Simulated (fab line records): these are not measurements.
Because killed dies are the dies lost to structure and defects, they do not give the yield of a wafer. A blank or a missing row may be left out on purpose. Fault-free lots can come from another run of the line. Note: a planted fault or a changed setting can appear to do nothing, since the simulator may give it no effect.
Problem report in the 8D (eight disciplines) form, filled by code :: flow nand harc :: the parts of the form that need people (team, actions taken, sign-off) are left out

== 1. THE PROBLEM ==
Mean of cd nm at NHARC_P_BONDPAD_CD_MEAS_09: 516.5 nm across 6 wafers in 2 lots; on wafers with no fault it is 500.0 nm (standard deviation 2.2). Relative to the usual mean, that is a shift of +7.5 standard deviations.
The step: target cd 500 nm.
First seen on wafer L201.1, day 10 00:05, on cd sem-03. The record has a number at this step for 33 wafers belonging to 11 lots. By rule, "out" or "out of limits" means more than 4 standard deviations away from the usual mean. The other wafers with a number count as sound.

== 2. WHAT IT IS AND WHAT IT IS NOT ==
question: which readings at this step
is: cd nm
is not: -

question: which lots
is: L201, L204
is not: L188, L189, L190, L191, L192, L194, L195, L208, L210

question: which wafers of those lots
is: all that have a number
is not: -

question: read on which gauges
is: cd sem-02, cd sem-03
is not: cd sem-01

question: when
is: from day 10 00:05
is not: up to then (21 sound wafers); but 6 sound wafers of L208, L210 came after

== 3. SUSPECTS, AND WHAT RULES EACH OUT ==
Counting: any tool at a process step up to the reading is kept as a suspect provided that every lot that is out went through it and no sound lot did after the first of them.
- the gauge at NHARC_P_BONDPAD_CD_MEAS_09 is ruled out. Those wafers that are out were read across 2 gauges (cd sem-02, cd sem-03).
- krf scanner-02 at NHARC_P_BONDPAD_EXPOSE_06 (exposes mask P BPAD): kept. All lots that are out passed through it, beginning with L201 at day 9 23:56, and no sound lot followed; its final sound lot before that point was L194 at day 8 06:47. On those wafers its own readings are out: exposure dose mJ cm2.
Left after counting: krf scanner-02 at NHARC_P_BONDPAD_EXPOSE_06.

== 4. THE CAUSE (what the simulator had put in) ==
Process parameter drift: krf scanner-02, from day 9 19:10 on, at NHARC_P_BONDPAD_EXPOSE_06. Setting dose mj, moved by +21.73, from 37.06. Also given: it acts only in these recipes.
Counting left only this tool.

== 5. THE EFFECT CHAIN, in route order ==
One row per reading whose mean, taken over the struck wafers that have a number, lies over 3 standard deviations from the usual. Only readings whose record carries a usual standard deviation are examined. hours: median over the lots of the time between each lot's start at the first step of this table that gives one and its start at this step. sigmas: the change, counted in usual standard deviations.
hours: 0
step: NHARC_P_BONDPAD_EXPOSE_06
reading: exposure dose mJ cm2
usual: 37.02
on struck wafers: 56.92
change: +19.90
sigmas: +99 or more

hours: 0
step: NHARC_P_BONDPAD_CD_MEAS_09
reading: cd nm
usual: 500.0 nm
on struck wafers: 516.5
change: +16.5
sigmas: +7.5
Process steps it contains:
- NHARC_P_BONDPAD_EXPOSE_06: exposes mask P BPAD.
Later steps that measure or inspect, where all struck wafers having a row at the step show a number for every such reading and not one has moved that far: NHARC_END_SORT_01.

== 6. HOW IT WOULD HAVE BEEN CAUGHT EARLIER ==
In this record the first reading out of limits at a measuring or inspecting step was taken at day 10 00:05, 5 hours after the fault began at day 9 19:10.
Tool's own readings at NHARC_P_BONDPAD_EXPOSE_06, exposure dose mJ cm2: out on all struck wafers the step has rows for; an alarm limit on them would have tripped on the first.
L204, from the lots that are out (2), started NHARC_P_BONDPAD_EXPOSE_06 on krf scanner-02 later than day 10 00:05. A tool hold placed at that time would have kept it from harm.
